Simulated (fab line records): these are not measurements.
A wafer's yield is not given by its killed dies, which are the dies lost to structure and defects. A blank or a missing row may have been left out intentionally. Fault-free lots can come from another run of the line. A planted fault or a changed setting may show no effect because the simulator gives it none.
Which tool did it? / flow nand harc / 11 lots, 33 wafers sampled, at 4 steps of a route of 1302

WHAT THE GAUGES READ, wafer by wafer
NHARC_P_GATE_CD_MEAS_91 targets a cd of 2000 nm.
lot=L383; measured=day 5 17:50; on=cd sem-02; cd nm (nm)=1998.6 1995.5 1998.3
lot=L384; measured=day 6 03:32; on=cd sem-02; cd nm (nm)=2003.5 2001.9 2001.9
lot=L388; measured=day 7 12:45; on=cd sem-03; cd nm (nm)=1995.6 1999.6 1999.4
lot=L387; measured=day 7 13:11; on=cd sem-02; cd nm (nm)=2000.5 2003.6 2001.2
lot=L389; measured=day 8 04:13; on=cd sem-01; cd nm (nm)=1999.5 1998.7 1997.2
lot=L395; measured=day 10 23:47; on=cd sem-02; cd nm (nm)=1981.2 1981.0 1983.2
lot=L397; measured=day 11 20:26; on=cd sem-03; cd nm (nm)=1999.7 1998.8 2001.0
lot=L398; measured=day 11 21:16; on=cd sem-03; cd nm (nm)=1999.6 2000.4 2003.0
lot=L404; measured=day 14 14:08; on=cd sem-02; cd nm (nm)=1998.8 1998.7 1998.6
lot=L405; measured=day 14 18:52; on=cd sem-01; cd nm (nm)=1998.3 1998.5 2000.3
lot=L406; measured=day 15 13:11; on=cd sem-02; cd nm (nm)=2001.3 1999.3 1999.9

WHICH TOOL RAN EACH LOT (tool, then ch and the chambers of the sampled wafers, then the start)
lot=L383; NHARC_P_GATE_DESCUM_48=rie diel-01 ch 0,3, day 5 14:30; NHARC_P_GATE_DESCUM_61=rie diel-04 ch 1,2,3, day 5 16:17; NHARC_P_GATE_EXPOSE_88=krf scanner-03 ch 0, day 5 17:41
lot=L384; NHARC_P_GATE_DESCUM_48=rie diel-04 ch 0,2,3, day 6 00:20; NHARC_P_GATE_DESCUM_61=rie diel-01 ch 1,2, day 6 02:08; NHARC_P_GATE_EXPOSE_88=krf scanner-03 ch 0, day 6 03:23
lot=L388; NHARC_P_GATE_DESCUM_48=rie diel-01 ch 0,2, day 7 09:42; NHARC_P_GATE_DESCUM_61=rie diel-08 ch 1,3, day 7 11:20; NHARC_P_GATE_EXPOSE_88=krf scanner-03 ch 0, day 7 12:36
lot=L387; NHARC_P_GATE_DESCUM_48=rie diel-04 ch 1,2,3, day 7 09:54; NHARC_P_GATE_DESCUM_61=rie diel-08 ch 0,1,3, day 7 11:41; NHARC_P_GATE_EXPOSE_88=krf scanner-01 ch 0, day 7 13:02
lot=L389; NHARC_P_GATE_DESCUM_48=rie diel-04 ch 0,1,3, day 8 00:56; NHARC_P_GATE_DESCUM_61=rie diel-01 ch 0,2,3, day 8 02:41; NHARC_P_GATE_EXPOSE_88=krf scanner-03 ch 0, day 8 04:03
lot=L395; NHARC_P_GATE_DESCUM_48=rie diel-04 ch 0,3, day 10 20:29; NHARC_P_GATE_DESCUM_61=rie diel-08 ch 0,1,2, day 10 22:15; NHARC_P_GATE_EXPOSE_88=krf scanner-01 ch 0, day 10 23:38
lot=L397; NHARC_P_GATE_DESCUM_48=rie diel-01 ch 1,2, day 11 17:15; NHARC_P_GATE_DESCUM_61=rie diel-04 ch 1,2, day 11 18:52; NHARC_P_GATE_EXPOSE_88=krf scanner-01 ch 0, day 11 20:16
lot=L398; NHARC_P_GATE_DESCUM_48=rie diel-04 ch 0,2,3, day 11 17:58; NHARC_P_GATE_DESCUM_61=rie diel-08 ch 1,2,3, day 11 19:43; NHARC_P_GATE_EXPOSE_88=krf scanner-04 ch 0, day 11 21:07
lot=L404; NHARC_P_GATE_DESCUM_48=rie diel-08 ch 0,1,2, day 14 10:50; NHARC_P_GATE_DESCUM_61=rie diel-08 ch 0,2, day 14 12:35; NHARC_P_GATE_EXPOSE_88=krf scanner-03 ch 0, day 14 13:59
lot=L405; NHARC_P_GATE_DESCUM_48=rie diel-08 ch 0,2,3, day 14 15:41; NHARC_P_GATE_DESCUM_61=rie diel-08 ch 0,2,3, day 14 17:20; NHARC_P_GATE_EXPOSE_88=krf scanner-04 ch 0, day 14 18:43
lot=L406; NHARC_P_GATE_DESCUM_48=rie diel-08 ch 0,3, day 15 09:49; NHARC_P_GATE_DESCUM_61=rie diel-04 ch 1,2,3, day 15 11:40; NHARC_P_GATE_EXPOSE_88=krf scanner-01 ch 0, day 15 13:02
- NHARC_P_GATE_DESCUM_48: chemistry O2, time 3 s.
- NHARC_P_GATE_DESCUM_61: chemistry O2, time 3 s.
- NHARC_P_GATE_EXPOSE_88: exposes mask P HVN, target cd 2000 nm.

THE ANSWER, worked out from the rows above alone
Rule: the usual values come from the lots themselves. The widest of any qualifying gaps counts: lots, ordered by their means at a reading, are off when they make up no more than a third of the lots, leave a main group of 4 or more, and stand apart from it by 3 or more times the standard deviation of that group's means. A main group whose means are all the same, to the digits that the tables above print for the reading, isn't used. A lot without any number at a reading at which 4 lots or more have one is off too. The other lots that the step has rows for count as sound.
Off: L395, at NHARC_P_GATE_CD_MEAS_91 (cd nm). Mean 1999.7 nm and standard deviation 1.5 in the main group.
If a tool, at a process step before that reading, ran all the lots that are off and no sound lot after the first of them, it fits. The gauges at NHARC_P_GATE_CD_MEAS_91 are tried like those tools. Not one of the candidates tried fits.

WHAT WAS PUT IN BY THE SIMULATOR
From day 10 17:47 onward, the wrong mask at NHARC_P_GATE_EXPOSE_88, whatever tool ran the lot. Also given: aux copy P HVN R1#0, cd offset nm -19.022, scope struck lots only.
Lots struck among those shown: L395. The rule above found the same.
